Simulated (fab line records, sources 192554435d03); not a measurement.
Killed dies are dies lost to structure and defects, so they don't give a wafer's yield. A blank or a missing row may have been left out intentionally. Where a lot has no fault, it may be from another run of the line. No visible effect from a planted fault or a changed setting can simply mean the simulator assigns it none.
Which tool did it? ; flow n5-finfet ; Sampling: 24 lots, 72 wafers, 6 of 1938 route steps

WHAT THE GAUGES READ, wafer by wafer
N5_BEOL_M10_CD_MEAS_18: pitch 140 nm, target cd 70 nm. Usual: 70.2 nm for cd-nm, sd 0.7.
lot;measured;on;cd-nm (nm);flag
L075;day 10 20:49;cd-sem-02;70.4 70.3 71.1;
L074;day 11 01:54;cd-sem-03;69.4 70.0 70.0;
L076;day 11 01:58;cd-sem-02;69.7 69.6 70.1;
L077;day 11 06:04;cd-sem-02;70.0 70.5 71.2;
L079;day 11 18:51;cd-sem-02;70.4 70.5 69.8;
L078;day 11 19:43;cd-sem-02;69.0 69.3 69.2;
L082;day 11 23:50;cd-sem-03;69.9 70.8 69.5;
L080;day 12 00:23;cd-sem-01;68.9 69.6 69.7;
L081;day 12 09:15;cd-sem-02;70.9 70.6 69.8;
L083;day 12 22:17;cd-sem-02;69.2 70.5 69.6;
L086;day 13 18:46;cd-sem-03;71.1 69.9 70.6;
L084;day 13 18:55;cd-sem-02;69.7 70.0 70.1;
L085;day 13 18:56;cd-sem-03;69.5 70.0 69.6;
L088;day 14 01:56;cd-sem-01;69.8 70.0 69.7;
L089;day 14 02:08;cd-sem-01;71.8 71.1 70.6;
L087;day 14 04:08;cd-sem-02;70.2 70.7 71.2;
L091;day 14 08:56;cd-sem-03;69.4 69.9 70.0;
L090;day 14 14:17;cd-sem-02;69.9 70.8 70.5;
L092;day 14 17:05;cd-sem-02;70.6 71.1 71.2;
L093;day 14 20:57;cd-sem-02;69.6 69.1 70.1;
L094;day 15 20:08;cd-sem-02;71.0 70.2 71.6;
L095;day 16 03:37;cd-sem-01;68.8 69.5 69.3;
L097;day 16 06:59;cd-sem-02;69.9 70.1 70.4;
L096;day 16 11:20;cd-sem-01;71.7 71.9 70.5;

N5_BEOL_M12_THK_MEAS_50: measures by xrf. Usual: M12_THK 324 nm, standard deviation 4.2.
lot;measured;on;M12_THK (nm);flag
L075;day 11 16:18;film-metro-02;317 319 320;
L074;day 12 01:05;film-metro-01;319 328 322;
L076;day 12 01:16;film-metro-01;316 322 317;
L077;day 12 01:22;film-metro-02;327 330 316;
L079;day 12 17:33;film-metro-02;325 319 327;
L078;day 12 17:05;film-metro-02;324 323 323;
L082;day 13 06:59;film-metro-01;332 324 325;
L080;day 13 09:50;film-metro-02;323 320 326;
L081;day 13 11:07;film-metro-01;318 319 320;
L083;day 14 00:56;film-metro-02;326 330 329;
L086;day 14 09:07;film-metro-01;316 323 330;
L084;day 14 15:34;film-metro-01;327 329 321;
L085;day 14 14:33;film-metro-01;326 327 326;
L088;day 15 03:22;film-metro-01;326 316 325;
L089;day 14 23:04;film-metro-02;325 324 326;
L087;day 15 00:04;film-metro-01;324 317 324;
L091;day 15 03:41;film-metro-01;325 326 327;
L090;day 15 05:54;film-metro-02;322 321 321;
L092;day 15 10:23;film-metro-02;323 323 325;
L093;day 15 12:10;film-metro-02;328 321 325;
L094;day 16 14:05;film-metro-02;327 328 317;
L095;day 16 20:38;film-metro-01;328 324 323;
L097;day 17 01:01;film-metro-02;325 328 324;
L096;day 17 07:01;film-metro-02;322 319 326;

N5_BEOL_M12_RS_MEAS_54: measures by four-point-probe. Usual: M12_RS 0.0599 ohm/sq, standard deviation 0.00082.
lot;measured;on;M12_RS (ohm/sq);flag
L075;day 11 16:26;film-metro-01;0.0615 0.0608 0.0607;
L074;day 12 01:13;film-metro-02;0.0611 0.0595 0.0607;
L076;day 12 01:23;film-metro-02;0.0617 0.0605 0.0614;
L077;day 12 01:29;film-metro-01;0.0585 0.0582 0.0607;
L079;day 12 17:52;film-metro-02;0.0596 0.0602 0.0590;
L078;day 12 17:13;film-metro-02;0.0598 0.0603 0.0605;
L082;day 13 07:07;film-metro-01;0.0579 0.0594 0.0590;
L080;day 13 09:57;film-metro-02;0.0600 0.0609 0.0600;
L081;day 13 11:14;film-metro-02;0.0606 0.0602 0.0598;
L083;day 14 01:04;film-metro-01;0.0592 0.0586 0.0586;
L086;day 14 09:14;film-metro-02;0.0617 0.0603 0.0591;
L084;day 14 15:41;film-metro-02;0.0596 0.0592 0.0606;
L085;day 14 14:50;film-metro-01;0.0598 0.0597 0.0597;
L088;day 15 03:29;film-metro-01;0.0593 0.0610 0.0594;
L089;day 14 23:11;film-metro-02;0.0599 0.0597 0.0598;
L087;day 15 00:11;film-metro-02;0.0602 0.0614 0.0602;
L091;day 15 03:49;film-metro-01;0.0599 0.0599 0.0597;
L090;day 15 06:02;film-metro-02;0.0599 0.0599 0.0600;
L092;day 15 10:30;film-metro-02;0.0601 0.0601 0.0600;
L093;day 15 12:17;film-metro-01;0.0587 0.0597 0.0592;
L094;day 16 14:13;film-metro-01;0.0594 0.0591 0.0618;
L095;day 16 20:46;film-metro-02;0.0593 0.0601 0.0599;
L097;day 17 01:08;film-metro-01;0.0596 0.0588 0.0597;
L096;day 17 07:10;film-metro-02;0.0607 0.0610 0.0600;

TOOL THAT RAN EACH LOT (tool first, then ch and the chambers of the sampled wafers, then the start)
lot;N5_BEOL_M10_ETCH_62;N5_BEOL_M10_HM_OPEN_17;N5_BEOL_M10_ETCH_65
L075;rie-diel-01 ch 0,2,3, day 10 20:27;rie-metal-01 ch 0,1, day 10 20:38;rie-diel-01 ch 1,3, day 10 21:22
L074;rie-diel-05 ch 1,2,3, day 11 01:28;rie-metal-03 ch 0,1, day 11 01:41;rie-diel-01 ch 1,2,3, day 11 04:10
L076;rie-diel-01 ch 0,2,3, day 11 01:36;rie-metal-01 ch 0,1, day 11 01:47;rie-diel-05 ch 1,2,3, day 11 04:16
L077;rie-diel-01 ch 0,2,3, day 11 05:41;rie-metal-01 ch 0,1, day 11 05:54;rie-diel-01 ch 1,2, day 11 07:09
L079;rie-diel-01 ch 0,1,2, day 11 18:29;rie-metal-01 ch 0,1, day 11 18:40;rie-diel-06 ch 1,2,3, day 11 22:43
L078;rie-diel-05 ch 0,1,3, day 11 19:20;rie-metal-01 ch 0, day 11 19:32;rie-diel-05 ch 0,2,3, day 11 22:33
L082;rie-diel-05 ch 0,1, day 11 23:20;rie-metal-01 ch 0,1, day 11 23:31;rie-diel-05 ch 1,2,3, day 12 02:06
L080;rie-diel-06 ch 0,1,2, day 11 23:59;rie-metal-01 ch 0,1, day 12 00:11;rie-diel-01 ch 0,1,2, day 12 01:56
L081;rie-diel-06 ch 0,1,3, day 12 08:46;rie-metal-02 ch 0,1, day 12 08:57;rie-diel-05 ch 1,2,3, day 12 09:44
L083;rie-diel-01 ch 0,1,2, day 12 21:59;rie-metal-03 ch 0,1, day 12 22:08;rie-diel-05 ch 0,1,2, day 13 00:43
L086;rie-diel-05 ch 0,1, day 13 18:22;rie-metal-01 ch 0, day 13 18:34;rie-diel-05 ch 0,1,2, day 13 20:40
L084;rie-diel-01 ch 0,2, day 13 18:32;rie-metal-03 ch 0,1, day 13 18:43;rie-diel-05 ch 1,3, day 13 21:08
L085;rie-diel-06 ch 0,2,3, day 13 18:35;rie-metal-02 ch 0,1, day 13 18:46;rie-diel-06 ch 0,1,3, day 13 20:56
L088;rie-diel-06 ch 1,2,3, day 14 01:35;rie-metal-03 ch 0,1, day 14 01:46;rie-diel-06 ch 0,1,2, day 14 02:27
L089;rie-diel-01 ch 2,3, day 14 01:46;rie-metal-03 ch 0,1, day 14 01:59;rie-diel-05 ch 1,2,3, day 14 02:46
L087;rie-diel-06 ch 1,2,3, day 14 03:46;rie-metal-03 ch 0,1, day 14 03:57;rie-diel-01 ch 0,1,3, day 14 06:52
L091;rie-diel-05 ch 1,2, day 14 08:34;rie-metal-02 ch 0,1, day 14 08:46;rie-diel-06 ch 0,1,3, day 14 12:27
L090;rie-diel-01 ch 0,2,3, day 14 13:49;rie-metal-03 ch 0,1, day 14 14:00;rie-diel-06 ch 1,2,3, day 14 14:49
L092;rie-diel-06 ch 2,3, day 14 16:43;rie-metal-03 ch 0, day 14 16:54;rie-diel-05 ch 1,3, day 14 19:16
L093;rie-diel-05 ch 0,3, day 14 20:35;rie-metal-01 ch 1, day 14 20:46;rie-diel-06 ch 2,3, day 14 21:53
L094;rie-diel-06 ch 0,2, day 15 19:46;rie-metal-03 ch 0,1, day 15 19:56;rie-diel-01 ch 1,2, day 15 20:57
L095;rie-diel-05 ch 1,2, day 16 03:15;rie-metal-03 ch 0, day 16 03:26;rie-diel-01 ch 0,1,3, day 16 05:57
L097;rie-diel-05 ch 2,3, day 16 06:36;rie-metal-02 ch 1, day 16 06:47;rie-diel-01 ch 1,3, day 16 07:43
L096;rie-diel-05 ch 1,2, day 16 10:58;rie-metal-01 ch 0,1, day 16 11:11;rie-diel-05 ch 1,3, day 16 13:22
- N5_BEOL_M10_ETCH_62: etches SOC in N2/H2, target depth 110 nm, overetch 22 nm, time 165 s.
- N5_BEOL_M10_HM_OPEN_17: chemistry Cl2/BCl3, target TiN, target depth 20 nm, overetch 6 nm.
- N5_BEOL_M10_ETCH_65: etches SiARC in CF4, target depth 39 nm, time 65 s.

AS READ BY THE TOOLS THEMSELVES (means over the sampled wafers that have a number; for cases with no such wafer, the mark the record gives instead)
N5_BEOL_M10_ETCH_62. Usual: drypump-motor-current-A 5.6 A, standard deviation 0.42; n2-flow-sccm 200.0 sccm, standard deviation 0.58; oes-product-au 0.69 a.u., standard deviation 0.059; rf-vpp-V 524.1 V, standard deviation 2.2; showerhead-plenum-p-Torr 2.55 Torr, standard deviation 0.074; throttle-valve-pct 17.82 %, standard deviation 0.18.
lot;tool;drypump-motor-current-A (A);n2-flow-sccm (sccm);oes-product-au (a.u.);rf-vpp-V (V);showerhead-plenum-p-Torr (Torr);throttle-valve-pct (%);flag
L075;rie-diel-01;5.3;200.1;0.67;524.5;2.58;17.77;
L074;rie-diel-05;6.0;199.8;0.74;522.6;2.52;17.82;
L076;rie-diel-01;5.3;199.9;0.67;525.0;2.58;17.77;
L077;rie-diel-01;5.3;200.3;0.67;525.2;2.58;17.77;
L079;rie-diel-01;5.5;200.0;0.70;524.7;2.56;17.67;
L078;rie-diel-05;6.0;199.9;0.71;523.4;2.55;17.75;
L082;rie-diel-05;5.8;199.4;0.68;523.3;2.53;17.72;
L080;rie-diel-06;5.6;200.3;0.63;523.8;2.54;17.97;
L081;rie-diel-06;5.5;199.8;0.65;522.9;2.51;17.94;
L083;rie-diel-01;5.5;200.0;0.70;524.7;2.55;17.71;
L086;rie-diel-05;5.8;200.0;0.68;522.8;2.49;17.82;
L084;rie-diel-01;5.1;200.2;0.71;524.8;2.57;17.69;
L085;rie-diel-06;5.3;200.5;0.67;525.1;2.59;17.86;
L088;rie-diel-06;5.5;199.9;0.75;526.9;2.65;17.67;
L089;rie-diel-01;5.1;200.3;0.74;524.8;2.59;17.70;
L087;rie-diel-06;5.5;200.0;0.75;527.3;2.65;17.66;
L091;rie-diel-05;5.8;199.6;0.69;521.1;2.46;17.91;
L090;rie-diel-01;5.3;199.7;0.73;524.9;2.57;17.70;
L092;rie-diel-06;5.2;200.5;0.71;525.9;2.61;17.69;
L093;rie-diel-05;5.9;199.4;0.66;524.4;2.58;17.73;
L094;rie-diel-06;5.3;200.5;0.62;524.4;2.57;18.08;
L095;rie-diel-05;5.9;200.0;0.68;521.9;2.44;17.93;
L097;rie-diel-05;6.1;199.5;0.70;524.0;2.55;17.86;
L096;rie-diel-05;5.8;200.0;0.68;521.6;2.45;17.95;

N5_BEOL_M10_HM_OPEN_17. Usual: drypump-motor-current-A 5.9 A, standard deviation 0.65; oes-product-au 0.71 a.u., standard deviation 0.057; throttle-valve-pct 22.0 %, standard deviation 0.33.
lot;tool;drypump-motor-current-A (A);oes-product-au (a.u.);throttle-valve-pct (%);flag
L075;rie-metal-01;5.8;0.78;21.7;
L074;rie-metal-03;6.4;0.73;22.1;
L076;rie-metal-01;5.2;0.77;21.9;
L077;rie-metal-01;5.2;0.77;21.9;
L079;rie-metal-01;5.8;0.79;21.6;
L078;rie-metal-01;4.7;0.75;22.1;
L082;rie-metal-01;5.7;0.76;21.7;
L080;rie-metal-01;5.2;0.76;21.9;
L081;rie-metal-02;5.8;0.61;22.2;
L083;rie-metal-03;6.3;0.72;22.1;
L086;rie-metal-01;4.7;0.72;22.2;
L084;rie-metal-03;6.3;0.71;22.1;
L085;rie-metal-02;5.9;0.63;22.4;
L088;rie-metal-03;6.4;0.70;22.1;
L089;rie-metal-03;6.4;0.71;22.1;
L087;rie-metal-03;6.3;0.70;22.1;
L091;rie-metal-02;5.9;0.63;22.3;
L090;rie-metal-03;6.4;0.71;22.1;
L092;rie-metal-03;6.3;0.72;22.1;
L093;rie-metal-01;6.3;0.77;21.4;
L094;rie-metal-03;6.3;0.71;22.1;
L095;rie-metal-03;6.3;0.70;22.1;
L097;rie-metal-02;6.0;0.64;22.6;
L096;rie-metal-01;5.2;0.73;21.9;

N5_BEOL_M10_ETCH_65. Usual: drypump-motor-current-A 5.7 A, standard deviation 0.42; etch-rf-on-time-s 64.3 s, standard deviation 0.77; oes-product-au 0.71 a.u., standard deviation 0.056; rf-vpp-V 184.3 V, standard deviation 0.99; showerhead-plenum-p-Torr 2.15 Torr, standard deviation 0.057; throttle-valve-pct 15.55 %, standard deviation 0.18.
lot;tool;drypump-motor-current-A (A);etch-rf-on-time-s (s);oes-product-au (a.u.);rf-vpp-V (V);showerhead-plenum-p-Torr (Torr);throttle-valve-pct (%);flag
L075;rie-diel-01;5.9;64.2;0.66;184.4;2.17;15.74;
L074;rie-diel-01;5.5;64.6;0.68;183.8;2.17;15.61;
L076;rie-diel-05;6.0;63.8;0.75;183.5;2.11;15.56;
L077;rie-diel-01;5.3;62.9;0.74;185.2;2.16;15.41;
L079;rie-diel-06;5.5;64.8;0.69;184.2;2.16;15.56;
L078;rie-diel-05;5.9;63.5;0.72;183.8;2.14;15.46;
L082;rie-diel-05;6.0;64.4;0.74;184.1;2.11;15.58;
L080;rie-diel-01;5.5;63.7;0.72;184.4;2.16;15.49;
L081;rie-diel-05;6.0;64.0;0.74;184.2;2.11;15.58;
L083;rie-diel-05;5.8;65.4;0.68;183.7;2.10;15.55;
L086;rie-diel-05;5.8;65.1;0.68;183.6;2.09;15.56;
L084;rie-diel-05;6.0;64.6;0.72;183.9;2.10;15.56;
L085;rie-diel-06;5.5;64.3;0.74;185.6;2.20;15.58;
L088;rie-diel-06;5.6;64.5;0.72;185.5;2.21;15.55;
L089;rie-diel-05;5.9;64.2;0.72;184.3;2.10;15.61;
L087;rie-diel-01;5.7;64.2;0.72;184.2;2.16;15.58;
L091;rie-diel-06;5.5;64.3;0.73;184.9;2.20;15.59;
L090;rie-diel-06;5.5;64.2;0.75;185.2;2.23;15.45;
L092;rie-diel-05;6.2;64.3;0.73;184.1;2.13;15.52;
L093;rie-diel-06;5.2;64.4;0.70;184.7;2.22;15.49;
L094;rie-diel-01;5.3;64.1;0.69;184.1;2.15;15.49;
L095;rie-diel-01;5.7;64.7;0.70;185.1;2.16;15.60;
L097;rie-diel-01;5.9;64.4;0.69;184.0;2.16;15.67;
L096;rie-diel-05;6.0;64.5;0.70;184.6;2.10;15.61;

THE ANSWER, worked out from the rows above alone
Rule: a lot is off if the mean of its wafers that have a number lies more than 3 standard deviations from the usual mean. Also off: a lot with no number at a reading for which 4 or more lots have one. All remaining lots with rows at the step are treated as sound. The gauges are gone through in route order, then the tools' own readings, and for those a lot's mean is taken as printed above. At the first step where some lot is off, the reading lying furthest off is the one used; lots without a number count as furthest.
No lot is off at any reading shown: from this, nothing can be told.

WHAT THE SIMULATOR HAD PUT IN
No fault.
